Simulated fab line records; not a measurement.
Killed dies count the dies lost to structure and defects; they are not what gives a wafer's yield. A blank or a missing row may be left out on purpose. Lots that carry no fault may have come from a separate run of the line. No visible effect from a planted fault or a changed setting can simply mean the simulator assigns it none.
8D (eight disciplines) problem report, filled in by code ; flow n5_finfet ; the parts of the form that need people (team, actions taken, sign-off) are left out

== 1. THE ISSUE ==
Mean of killed_at_M0_to_M3 at N5_PASSIVATION_PROBE_49: 161 across 6 wafers in 2 lots; on wafers with no fault it is 34 (standard deviation 10). Measured from the usual mean, that is +13 standard deviations.
First seen on wafer L894.4, day 15 06:05, on prober-02. The record has a number at this step for 17 wafers belonging to 6 lots. The rule behind "out" and "out of limits": a value lying over 4 standard deviations away from the usual mean. The other wafers with a number count as sound.

== 2. WHAT IT IS, AND WHAT IT ISN'T ==
question;is;is not
which readings at this step;killed_at_M0_to_M3, defect_limited_yield, killed_dies, sort_bin_5_function, sort_n_pass, sort_yield_pct;killed_at_M4_up, killed_at_contacts, killed_at_front_end, killed_open, killed_short
which lots;L893, L894;L895, L898, L904, L905
which wafers of those lots;all that have a number;-
read on which tools;prober-01, prober-02;-
when;from day 15 06:05;"up to then (0 sound wafers); but 11 sound wafers of L895, L898, L904, L905 came after"

== 3. SUSPECTS, AND WHAT RULES EACH OUT ==
Counting: a tool at a process step up to the reading stays a suspect if it ran every lot that is out and no sound lot after the first of them.
- pvd_sputter-03 at N5_BEOL_M1_ANNEAL_80 (time 240 s): ruled out as a lasting fault. The sound lots L904 went through it after L893, its earliest lot that is out (day 8 23:01).
- pvd_sputter-03 at N5_BEOL_M1_SPUTTER_81 (material Cu, target thk 4.5 nm, time 8.29 s): ruled out as a lasting fault. The sound lots L904 went through it after L893, its earliest lot that is out (day 8 23:09).
- pvd_sputter-03 at N5_BEOL_M1_SPUTTER_90 (material Cu, target thk 4.5 nm, time 8.29 s): ruled out as a lasting fault. The sound lots L904 went through it after L893, its earliest lot that is out (day 8 23:49).
- pvd_sputter-03 at N5_BEOL_M1_ANNEAL_93 (time 240 s): ruled out as a lasting fault. The sound lots L904 went through it after L893, its earliest lot that is out (day 9 00:07).
- pvd_sputter-03 at N5_BEOL_M1_SPUTTER_94 (material Cu, target thk 4.5 nm, time 8.29 s): ruled out as a lasting fault. The sound lots L904 went through it after L893, its earliest lot that is out (day 9 00:15).
- cvd_co-01 at N5_BEOL_M1_PRE_CLEAN_60 (time 15 s): ruled out as a lasting fault. The sound lots L895, L904 went through it after L893, its earliest lot that is out (day 9 01:17).
Left after counting: nothing in the record.

== 4. THE CAUSE (what the simulator had put in) ==
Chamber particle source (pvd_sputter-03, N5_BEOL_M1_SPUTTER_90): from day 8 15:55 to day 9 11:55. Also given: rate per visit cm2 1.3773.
It was ruled out by counting, in error; the rule expects a fault to strike all lots run on its tool from its start on, and this fault did not.

== 5. THE EFFECT CHAIN, in route order ==
One row per reading whose mean, taken over the struck wafers that have a number, lies over 3 standard deviations from the usual. Readings are gone through only where the record gives a usual standard deviation; hours: the median, over the lots, of the time from a lot's start at the first step in this table giving one to that lot's start at this step; sigmas: the change measured in usual standard deviations.
hours;step;reading;usual;on struck wafers;change;sigmas
0;N5_PASSIVATION_PROBE_49;defect_limited_yield;90.9 %;81.0;-9.9;-6.2
0;N5_PASSIVATION_PROBE_49;killed_at_M0_to_M3;34;161;+127;+13
0;N5_PASSIVATION_PROBE_49;killed_dies;107;225;+118;+6.5
0;N5_PASSIVATION_PROBE_49;sort_bin_5_function;5.3 %;11.4;+6.1;+6.1
0;N5_PASSIVATION_PROBE_49;sort_n_pass;1073;955;-118;-6.2
0;N5_PASSIVATION_PROBE_49;sort_yield_pct;90.9 %;81.0;-9.9;-6.2
Here are the process steps it includes:
- N5_PASSIVATION_PROBE_49

== 6. WHAT WOULD HAVE CAUGHT IT SOONER ==
The fault began at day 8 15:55; the first out-of-limits reading in this record came at day 15 06:05, 158 hours later.
No tool reading at N5_BEOL_M1_SPUTTER_90 that has a usual standard deviation in the record was out on any struck wafer, so an alarm limit of 4 standard deviations on those readings would not have fired.
